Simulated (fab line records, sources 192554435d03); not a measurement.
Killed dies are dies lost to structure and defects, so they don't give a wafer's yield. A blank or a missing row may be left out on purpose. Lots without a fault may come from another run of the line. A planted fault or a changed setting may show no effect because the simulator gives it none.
fab line records | flow n5_finfet
record lots=5 wafers=9 last_day=17
route steps=1938 shown MOL_CONTACT_COAG@542 BEOL_M4@1111 PASSIVATION@1936
lots that met no fault: from a run of the same line without faults
start_h: hours from the record's first day to the start of the lot's first wafer shown | wait_h: hours since the lot's step before | " the same as in the row above | L1.1+2: a row that stands for several wafers | - no value, or no start given | * or withheld: withheld | < > ~ a bound
route shown NAME@n: a module of which the file shows steps, and the number in the route of the first | usual: mean/standard deviation of fault-free wafers | same: alike in all rows | chamber/n: place in a boat | sites: the reading at each site | _std_site: their standard deviation | _edge_site: outer sites' mean less inner sites' | radius_mm: how far each site lies from the wafer's centre | mask NAME#n: copy n | behind: the tool/chamber that last shaped the wafer | hold: why the lot was held/for how many hours/how that ended | device: the transistor (n, p or np) that didn't switch | end of line: the same wafers' tests at the end of the route | a step without rows: its recipe alone | killed: dies lost to structure and defects at the first sort, not the wafer's yield | map: a wafer's dies, x killed, . not, _ none there
set.NAME: the setting as run; set.NAME@STEP: as run at that earlier step | model.NAME: the simulator's own value behind a step, which no gauge read
lots at some steps of the route; a table a step, a row a wafer
services: from which hour (start_h, from the record's first day; less than 0 if before it) a tool's chamber was out of use, for how many hours, and why
## steps
# step N5_MOL_CONTACT_COAG_PRECLEAN_111
# recipe chemistry=NF3:NH3 afs_cycles=1 temp_c=30 time_s=20 sublimation_temp_c=180 sublimation_time_s=60 pressure_torr=3 rf_power_w=30
# step N5_MOL_CONTACT_COAG_TI_SIL_19
# recipe material=Ti target_thk_a=42 temp_c=200 chamber_pressure_pa=5 power_w=5000 time_s=15
# step N5_MOL_CONTACT_COAG_ALD_20
# recipe material=TiN target_thk_a=15 temp_c=400 ald_precursor_family=TiCl4 ald_co_reactant=NH3 pulse_time_s=1 purge_time_s=3 co_reactant_purge_time_s=2 co_reactant_pulse_time_s=2 ald_cycles=68 pressure_torr=3
# step N5_MOL_CONTACT_COAG_SIL_ANNEAL_21
# recipe temp_c=550 time_s=60 ambient=N2
# step N5_MOL_CONTACT_COAG_PRE_CLEAN_141
# recipe gas=H2/He time_s=60 temp_c=300
# step N5_MOL_CONTACT_COAG_SPUTTER_143
# recipe material=Co target_thk_a=25 temp_c=25 chamber_pressure_pa=0.2
# step N5_MOL_CONTACT_COAG_CO_FILL_22
# recipe material=Co target_thk_a=200 temp_c=200 precursor=CCTBA/H2 pressure_torr=30
# step N5_MOL_CONTACT_COAG_ANNEAL_113
# recipe temp_c=400 time_s=300 ambient=H2/N2
# step N5_MOL_CONTACT_COAG_PRE_CLEAN_142
# recipe gas=H2/He time_s=60 temp_c=300
# step N5_MOL_CONTACT_COAG_SPUTTER_130
# recipe material=Co target_thk_a=475 temp_c=25 chamber_pressure_pa=0.5 power_w=3000
# step N5_MOL_CONTACT_COAG_PRECLEAN_125
# recipe chemistry=DIW time_s=57.5 temp_c=23
# step N5_MOL_CONTACT_COAG_SRD_126
# recipe dry_time_s=32 dry=n2_spin spin_rpm=1500
# step N5_MOL_CONTACT_COAG_CMP_23
# recipe stop_on=SiO2 t_overpolish_s=1.5 post_cmp_clean=cu_alkaline down_force_psi=2 platen_rpm=50.289 pad_velocity_m_s=1.0006 target_thk_nm=0
# usual head_pressure_psi=2.000/0.004 motor_current_A=8.0/0.54 overpolish_run_s=1.501/0.0087 platen_rpm=50.29/0.035 slurry_filter_dp_kPa=13.50/0.13 time_to_endpoint_s=10.0/2
# columns lot.wafer tool chamber start_h wait_h head_pressure_psi motor_current_A overpolish_run_s platen_rpm slurry_filter_dp_kPa time_to_endpoint_s
L511.3 cmp-03 3 115.70 0.1 2.000 7.9 1.501 50.29 13.50 8.2
L511.1 " 0 " " 1.998 8.4 1.504 50.35 13.67 9.7
L511.6 " 1 " " 1.994 7.6 1.491 50.29 13.55 10.7
L514.6 cmp-03 0 136.99 0.2 1.834 8.1 1.501 50.22 13.19 11.5
L515.6 cmp-03 0 143.58 0.2 1.830 7.7 1.488 50.35 13.39 11.8
L516.3 cmp-03 0 149.66 0.0 1.828 7.4 1.489 50.28 13.37 12.3
L528.1 cmp-04 2 218.75 0.0 2.004 8.7 1.488 50.19 13.71 11.3
L528.4 " 1 " " 1.999 7.3 1.502 50.35 13.58 7.8
L528.6 " 3 " " 2.004 8.0 1.500 50.28 13.43 11.1
# step N5_MOL_CONTACT_COAG_WET_ETCH_26
# recipe target=Co target_depth_nm=13
# step N5_MOL_CONTACT_COAG_WET_ETCH_116
# recipe chemistry=SC1-inhibited target_depth_nm=4.6 dry=ipa_marangoni rinse_time_s=30 rinse_temp_c=23
# step N5_MOL_CONTACT_COAG_ALD_27
# recipe material=SiOC target_thk_a=170 temp_c=400 ald_precursor_family=carbosiloxane ald_co_reactant=H2-plasma pulse_time_s=1.5 time_s=2720 purge_time_s=2 co_reactant_purge_time_s=2 ald_cycles=340 pressure_torr=2
# step N5_MOL_CONTACT_COAG_CMP_28
# recipe stop_on=SiNx t_overpolish_s=0.85 post_cmp_clean=alkaline_brush down_force_psi=4.15 platen_rpm=51.8 pad_velocity_m_s=1.0307 target_thk_nm=14.522
# step N5_MOL_CONTACT_COAG_THK_MEAS_29
# recipe reads=SiNx_of_GATE_CUT_PECVD_57+SiNx_of_GATE_CUT_SAC_CAP_01
# usual MD_CAP_THK=17.94/0.081
# columns lot.wafer tool chamber start_h wait_h MD_CAP_THK[nm]
L511.1 film_metro-02 - 118.75 - 18.08
L511.3 " - " " 17.89
L511.6 " - " " 18.00
L514.6 film_metro-02 - 139.52 - 18.21
L515.6 film_metro-02 - 146.12 - 18.13
L516.3 film_metro-01 - 152.38 - 18.21
L528.1 film_metro-02 - 221.47 - 17.80
L528.4 " - " " 18.02
L528.6 " - " " 18.04
# step N5_MOL_CONTACT_COAG_ALD_123
# recipe material=SiNx target_thk_a=50 temp_c=400 ald_precursor_family=SiH2I2 ald_co_reactant=N2/H2-plasma pulse_time_s=1 purge_time_s=2 co_reactant_purge_time_s=2 ald_cycles=100 pressure_torr=2
# step N5_MOL_CONTACT_COAG_PECVD_31
# recipe material=SiO2 target_thk_a=460 temp_c=400 precursor=TEOS/O2 pressure_torr=6.5 rf_w=withheld teos_flow_sccm=withheld gas=O2 flow_sccm=2650 time_s=8.9
# step N5_MOL_CONTACT_COAG_COAT_75
# recipe resist=SOC temp_c=250 time_s=60 spin_rpm=1500 resist_thk_nm=60
# step N5_MOL_CONTACT_COAG_COAT_76
# recipe resist=SiARC temp_c=220 time_s=60 spin_rpm=1500 resist_thk_nm=10
# step N5_MOL_CONTACT_COAG_COAT_77
# recipe resist=underlayer temp_c=205 time_s=60 spin_rpm=1500 resist_thk_nm=10
# step N5_MOL_CONTACT_COAG_COAT_78
# recipe resist=CAR-EUV spin_rpm=1500 resist_thk_nm=40
# step N5_MOL_CONTACT_COAG_EBR_80
# recipe solvent=PGMEA ebr_width_mm=1.5
# step N5_MOL_CONTACT_COAG_SOFTBAKE_79
# recipe temp_c=110 time_s=60 resist=CAR-EUV
# step N5_MOL_CONTACT_COAG_EXPOSE_81
# recipe mask_id=VG na=0.33 source_shape=annular sigma_inner=0.3 sigma_outer=0.7 polarization=unpolarized defocus_nm=0 dose_mj=59.5
# step N5_MOL_CONTACT_COAG_PEB_82
# recipe peb_temp_c=100 peb_time_s=60 resist=CAR-EUV
# step N5_MOL_CONTACT_COAG_DEVELOP_83
# recipe develop_time_s=30 developer=TMAH resist=CAR-EUV rinse_liquid=surfactant_rinse dry=air_spin dev_temp_c=23
# step N5_MOL_CONTACT_COAG_DESCUM_88
# recipe chemistry=O2 time_s=7 source_power_w=50 bias_power_w=20 pressure_mtorr=20 rf_frequency_hz=2.712e+07 temp_c=40 resist=CAR-EUV o2_flow_sccm=225
# step N5_MOL_CONTACT_COAG_ETCH_89
# recipe chemistry=N2/H2 target=underlayer target_depth_a=130 mask_material=CAR-EUV time_s=10.4 ion_energy_ev=200 pressure_mtorr=30 source_w=840 bias_w=150 n2_flow_sccm=200 h2_flow_sccm=200 ends=cleared
# step N5_MOL_CONTACT_COAG_ETCH_90
# recipe chemistry=CF4 target=SiARC target_depth_a=130 mask_material=CAR-EUV time_s=21.7 ion_energy_ev=80 pressure_mtorr=40 source_w=545 bias_w=36 Ar_flow_sccm=100 cf4_flow_sccm=100 ends=cleared
# step N5_MOL_CONTACT_COAG_ALD_131
# recipe material=SiO2 target_thk_a=50 temp_c=100 ald_precursor_family=BDEAS ald_co_reactant=O2-plasma pulse_time_s=1 co_reactant_pulse_time_s=1 purge_time_s=2 co_reactant_purge_time_s=2 ald_cycles=35 pressure_torr=2
# step N5_MOL_CONTACT_COAG_ETCHBACK_132
# recipe chemistry=CHF3 target=SiO2 target_depth_a=100 time_s=6.7 ion_energy_ev=200 pressure_mtorr=30 source_w=610 bias_w=170 Ar_flow_sccm=200 CHF3_flow_sccm=50
# step N5_MOL_CONTACT_COAG_ETCH_91
# recipe chemistry=N2/H2 target=SOC target_depth_a=600 overetch_a=210 mask_material=SiARC temp_c=40 time_s=101.2 ion_energy_ev=200 pressure_mtorr=30 source_w=840 bias_w=150 n2_flow_sccm=200 h2_flow_sccm=200
# step N5_MOL_CONTACT_COAG_STRIP_92
# recipe chemistry=N2/H2 temp_c=40 n2_flow_sccm=200 h2_flow_sccm=200 rf_frequency_hz=6e+07
# step N5_MOL_CONTACT_COAG_STRIP_93
# recipe chemistry=N2/H2 temp_c=40 n2_flow_sccm=200 h2_flow_sccm=200 rf_frequency_hz=6e+07
# step N5_MOL_CONTACT_COAG_ETCH_47
# recipe chemistry=CH3F/O2 target=SiNx target_depth_a=270 mask_material=SiO2 stop_on=W over_etch_frac=0.2 ion_energy_ev=120 endpoint=OES-CN pressure_mtorr=30 source_w=395 bias_w=73 Ar_flow_sccm=150 CH3F_flow_sccm=30 O2_flow_sccm=20 ends=end_point
# usual chamber_pressure_mTorr=30.000/0.029 drypump_motor_current_A=5.6/0.44 etch_rf_on_time_s=31.2/0.59 oes_product_au=0.70/0.079 rf_vpp_V=297/5.7 showerhead_plenum_p_Torr=2.01/0.079 throttle_valve_pct=16.29/0.19
# columns lot.wafer tool chamber start_h wait_h chamber_pressure_mTorr drypump_motor_current_A etch_rf_on_time_s oes_product_au rf_hours_counter_h rf_vpp_V showerhead_plenum_p_Torr throttle_valve_pct model.etch.depth_nm
L511.1 rie_diel-02 3 120.56 0.0 29.942 5.6 32.4 0.63 215 297 2.08 16.29 18.06
L511.3 " 1 " " 29.963 5.6 30.8 0.72 112 298 1.94 16.22 17.92
L511.6 " 0 " " 29.965 5.3 31.3 0.67 - 292 2.01 16.24 17.99
L514.6 rie_diel-01 2 141.58 0.0 29.986 6.4 31.0 0.81 - 303 2.14 16.20 18.19
L515.6 rie_diel-01 2 147.85 0.0 29.978 6.4 30.9 0.80 - 307 2.14 16.21 18.12
L516.3 rie_diel-01 3 154.61 0.0 29.997 4.9 31.4 0.78 46 293 2.11 16.02 18.21
L528.1 rie_diel-02 1 225.85 0.0 30.023 5.7 30.8 0.69 150 297 1.93 16.30 17.85
L528.4 " 2 " " 30.033 5.9 32.3 0.60 - 286 1.89 16.69 18.02
L528.6 " 1 " " 29.966 5.7 31.0 0.69 - 297 1.93 16.31 18.05
# step N5_BEOL_M4_RC_MEAS_101
# usual DIBL_N=36.7/1.8 DIBL_P=37.0/2.4 IOFF_N=0.17/0.036 IOFF_P=0.22/0.042 ION_N=673/12 ION_P=462/8.5 RS_NWELL=1036/7.1 SS_N=71.7/0.62 SS_P=73.4/0.65 VT_N=250/3.7 VT_P=-250/3.7
# columns lot.wafer tool chamber start_h wait_h DIBL_N[mV/V] DIBL_P[mV/V] IOFF_N[nA/um] IOFF_P[nA/um] ION_N[uA/um] ION_P[uA/um] RS_NWELL[ohm/sq] SS_N[mV/dec] SS_P[mV/dec] VT_N[mV] VT_P[mV]
L511.1 prober-02 0 214.80 0.0 35.1 36.3 0.14 0.18 658 455 1054 71.5 73.6 254 -253
L511.3 " 0 " " 37.1 38.1 0.17 0.21 662 446 1044 72.2 73.4 251 -252
L511.6 " 0 " " 36.7 38.1 0.17 0.20 670 457 1053 71.6 73.6 248 -250
L514.6 prober-02 0 224.91 0.8 35.9 35.8 0.15 0.20 663 463 1971 71.4 73.0 251 -251
L515.6 prober-02 0 234.38 0.8 37.5 36.4 0.16 0.19 669 455 1951 71.7 72.4 249 -254
L516.3 prober-01 0 238.02 0.3 34.6 34.8 0.15 0.23 677 479 1947 71.1 72.4 247 -242
L528.1 prober-02 0 302.34 0.0 36.5 35.1 0.15 0.22 676 466 1027 71.7 73.6 252 -247
L528.4 " 0 " " 35.2 32.7 0.12 0.19 675 467 1043 71.4 72.6 252 -249
L528.6 " 0 " " 39.4 37.9 0.21 0.29 675 466 1028 72.2 73.9 247 -241
# step N5_PASSIVATION_PROBE_49
# usual defect_limited_yield=91.1/1.4 killed_at_M0_to_M3=32/9.3 killed_at_M4_up=13/5.8 killed_at_contacts=12/6.3 killed_at_front_end=44/12 killed_at_other=3.6/2.7 killed_dies=104/17 killed_open=69/13 killed_short=34/6.9 sort_bin_5_function=5.2/0.98 sort_bin_6_memory=3.3/0.59 sort_n_pass=1075/17 sort_yield_pct=91.1/1.4
# same gross_dies=1180 killed_at_back_side=0 sort_bin_4_leakage[%]=0 sort_bin_8_speed[%]=0
# columns lot.wafer tool chamber start_h wait_h defect_limited_yield[%] killed_at_M0_to_M3 killed_at_M4_up killed_at_contacts killed_at_front_end killed_at_other killed_dies killed_open killed_short sort_bin_5_function[%] sort_bin_6_memory[%] sort_n_pass sort_yield_pct[%]
L511.1 prober-01 - 332.36 0.0 89.7 39 21 5 52 4 121 81 33 5.8 3.6 1059 89.7
L511.3 prober-01 - 332.46 0.1 93.1 23 13 9 36 1 82 44 36 3.7 2.9 1098 93.1
L511.6 prober-01 - 332.61 0.3 91.1 35 15 7 46 2 105 77 27 5.1 3.5 1075 91.1
# killed by level:class
L511.1 FIN_SAQP:geometric_particle:open=10 BEOL_M0_SAQP:geometric_particle:open=10 STI_FIN_REVEAL:geometric_particle:open=9 DUMMY_GATE:geometric_particle:open=9 BEOL_M1:geometric_particle:open=9 BEOL_M4:geometric_particle:open=8 FIN_SAQP:geometric_particle:short=7 BEOL_M2:geometric_particle:open=7
L511.3 FIN_SAQP:geometric_particle:open=10 FIN_SAQP:geometric_particle:short=8 BEOL_M0_SAQP:geometric_particle:short=7 GATE_CUT:geometric_particle:short=7 MOL_CONTACT_COAG:geometric_particle:open=6 BEOL_M0_SAQP:geometric_particle:open=5 STI_FIN_REVEAL:geometric_particle:open=4 BEOL_M1:geometric_particle:open=4
L511.6 FIN_SAQP:geometric_particle:open=12 STI_FIN_REVEAL:geometric_particle:open=11 BEOL_M1:geometric_particle:open=11 BEOL_M4:geometric_particle:open=8 DUMMY_GATE:geometric_particle:open=6 BEOL_M0_SAQP:geometric_particle:short=6 FIN_SAQP:geometric_particle:short=5 MOL_CONTACT_COAG:geometric_particle:open=5
## services
# columns tool chamber start_h hours kind
cmp-04 - 94.88 1.7 repair
cmp-03 - 98.68 2.0 repair
cmp-04 - 141.14 4.0 pm
cmp-04 - 145.14 - consumable_replace:conditioner
cmp-04 - 145.14 - consumable_replace:pad
cmp-03 - 185.38 1.5 repair
cmp-03 - 190.72 0.2 repair
rie_diel-01 1 192.52 - clean
rie_diel-01 1 192.52 - consumable_replace:focus_ring
cmp-03 - 210.84 0.7 repair
rie_diel-01 - 218.42 14.6 pm
rie_diel-02 3 223.86 - clean
rie_diel-02 3 223.86 - consumable_replace:focus_ring
rie_diel-02 3 223.86 20.6 scheduled_down
rie_diel-02 3 223.86 20.6 vent_cycle
cmp-03 - 224.37 63.0 repair
## key
first_sign step=N5_MOL_CONTACT_COAG_CMP_23 reading=head_pressure_psi direction=down sigmas=42 usual=2.000 struck=1.831
effect step=N5_MOL_CONTACT_COAG_THK_MEAS_29 reading=MD_CAP_THK direction=up sigmas=3 usual=17.94 struck=18.18
effect step=N5_BEOL_M4_RC_MEAS_101 reading=RS_NWELL direction=up sigmas=99+ usual=1036 struck=1956
model_effect step=N5_MOL_CONTACT_COAG_ETCH_47 value=etch.depth_nm without=18 struck=18.17
met_at N5_MOL_CONTACT_COAG_CMP_23
struck_wafers L514.6,L515.6,L516.3
onset_between 115.70 136.99
earlier_fault kind=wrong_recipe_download tool=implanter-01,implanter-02 chamber=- onset_h=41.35 steps=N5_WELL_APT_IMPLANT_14 wrong_recipe.not_listed=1
fault kind=process_parameter_drift tool=cmp-03 chamber=0 onset_h=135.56 steps=N5_MOL_CONTACT_COAG_CMP_23 channel=down_force_psi offset=-0.16947 shape=step acts_in=these_recipes_only stated=2
